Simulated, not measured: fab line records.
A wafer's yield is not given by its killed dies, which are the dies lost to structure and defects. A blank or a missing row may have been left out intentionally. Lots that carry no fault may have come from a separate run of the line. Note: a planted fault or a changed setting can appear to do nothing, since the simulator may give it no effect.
One fault through the eyes of 3 desks -- flow n5Finfet -- every desk sees just its own numbers, and what lay behind them comes last

METROLOGY DESK
What the gauges read for every lot (on any tool): the sampled wafers with a number, averaged. Marked OUT: a lot whose mean sits more than 4 standard deviations from the usual mean, which makes it out of limits; the brackets give that distance. Shown are 7 of the 15 readings it has, namely the first that went out of limits plus those furthest out on some lot.
Columns: A = thkNm at N5_SD_EPI_N_EPI_MEAS_23, usual 58.7 nm; B = RS_SD_N at N5_SD_ACTIVATION_RS_MEAS_03, usual 21.95 ohm/sq; C = DIBL_N at N5_BEOL_M4_RC_MEAS_101, usual 36.3 mV/V; D = DIBL_P at N5_BEOL_M4_RC_MEAS_101, usual 36.2 mV/V; E = IOFF_P at N5_BEOL_M4_RC_MEAS_101, usual 0.21 nA/um; F = REXT_N at N5_BEOL_M4_RC_MEAS_101, usual 75.2 ohm.um; G = RS_SD_N at N5_BEOL_M4_RC_MEAS_101, usual 28.4 ohm/sq
lot,first seen here,A,B,C,D,E,F,G
L923,day 3 04:29,58.8,21.60,39.9,39.6,0.28,73.2,28.0
L927,day 4 05:04,59.3,21.78,34.1,34.1,0.16,76.5,28.1
L928,day 4 12:57,58.9,21.95,38.9,38.1,0.25,76.2,28.4
L929,day 4 16:37,59.8,21.89,37.0,36.0,0.20,75.1,28.3
L932,day 5 10:23,59.7,21.76,37.8,38.7,0.28,73.4,28.0
L935,day 6 07:56,40.6 (-15) OUT,30.70 (+29) OUT,36.9,33.4,0.17,83.6 (+5.3) OUT,40.2 (+29) OUT
L937,day 6 18:54,41.0 (-15) OUT,30.63 (+29) OUT,38.0,37.0,0.21,83.6 (+5.2) OUT,39.8 (+29) OUT
L939,day 7 06:37,40.7 (-15) OUT,31.48 (+32) OUT,36.3,35.1,0.18,85.7 (+6.5) OUT,40.5 (+30) OUT
L941,day 7 16:14,57.9,21.89,35.5,36.1,0.18,75.6,28.5
L943,day 8 03:50,61.2,21.41,32.8,30.9,0.15,77.1,27.8
L944,day 8 10:42,58.6,21.67,34.4,34.6,0.19,77.8,28.6
This desk's finding: out of limits on L935, L937, L939; first on L935, day 6 07:56 (thkNm at N5_SD_EPI_N_EPI_MEAS_23). L923, L927, L928, L929, L932, L941, L943, L944: within limits.

THE TOOL OWNER'S DESK: epiRpcvd-03
The tool's own readings at N5_SD_EPI_N_EPI_21 (deposits Si:P, time 690 s): means of the sampled wafers that have a number, for each lot that ran on this tool. Marked OUT: a lot whose mean sits more than 4 standard deviations from the usual mean, which makes it out of limits; the brackets give that distance.
Columns: A = susceptorTempC at N5_SD_EPI_N_EPI_21, usual 680.0 C; B = susceptor_temp_C_max at N5_SD_EPI_N_EPI_21, usual 681.9
lot,first seen here,A,B
L923,day 3 02:46,680.1,682.2
L928,day 4 11:14,680.1,682.3
L932,day 5 09:30,680.0,682.0
L935,day 6 06:29,662.9 (-55) OUT,664.7 (-26) OUT
L937,day 6 17:11,663.4 (-53) OUT,665.2 (-26) OUT
L939,day 7 04:42,663.5 (-53) OUT,666.3 (-24) OUT
This desk's finding: out of limits on L935, L937, L939; first on L935, day 6 06:29 (susceptorTempC at N5_SD_EPI_N_EPI_21). L923, L928, L932: within limits.

THE DEFECT DESK
For each lot, the counts of the inspections along the route, averaged over the sampled wafers that have a number. Marked OUT: a lot whose mean sits more than 4 standard deviations from the usual mean, which makes it out of limits; the brackets give that distance.
Columns: A = rawDefectCount at N5_SD_EPI_N_INSPECT_11, usual 2.0
lot,first seen here,A
L923,day 3 01:03,2.5
L927,day 4 01:38,3.7
L928,day 4 09:09,2.3
L929,day 4 12:34,1.7
L932,day 5 06:49,2.0
L935,day 6 04:30,1.7
L937,day 6 15:28,3.7
L939,day 7 02:26,1.7
L941,day 7 12:49,1.5
L943,day 8 00:23,4.0
L944,day 8 05:40,2.0
This desk's finding: nothing out of limits on any of the 11 lots.

PUT TOGETHER
An alarm could have come from the tool owner's desk at day 6 06:29, on L935, L937, L939.
The metrology desk could have raised an alarm at day 6 07:56, on L935, L937, L939.
Nothing the defect desk looked at was out of limits.
The defect desk has L935, L937, L939 on record, within its limits.
Every lot named ran N5_SD_EPI_N_EPI_21 on epiRpcvd-03.

WHAT THE SIMULATOR PUT IN
Drift in process parameters on epiRpcvd-03 at N5_SD_EPI_N_EPI_21, starting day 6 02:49. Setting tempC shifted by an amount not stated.
Shown lots that were struck: L935, L937, L939.
Time in hours from fault onset to the first out-of-limits reading at each desk: tool owner's desk 4, metrology desk 5.
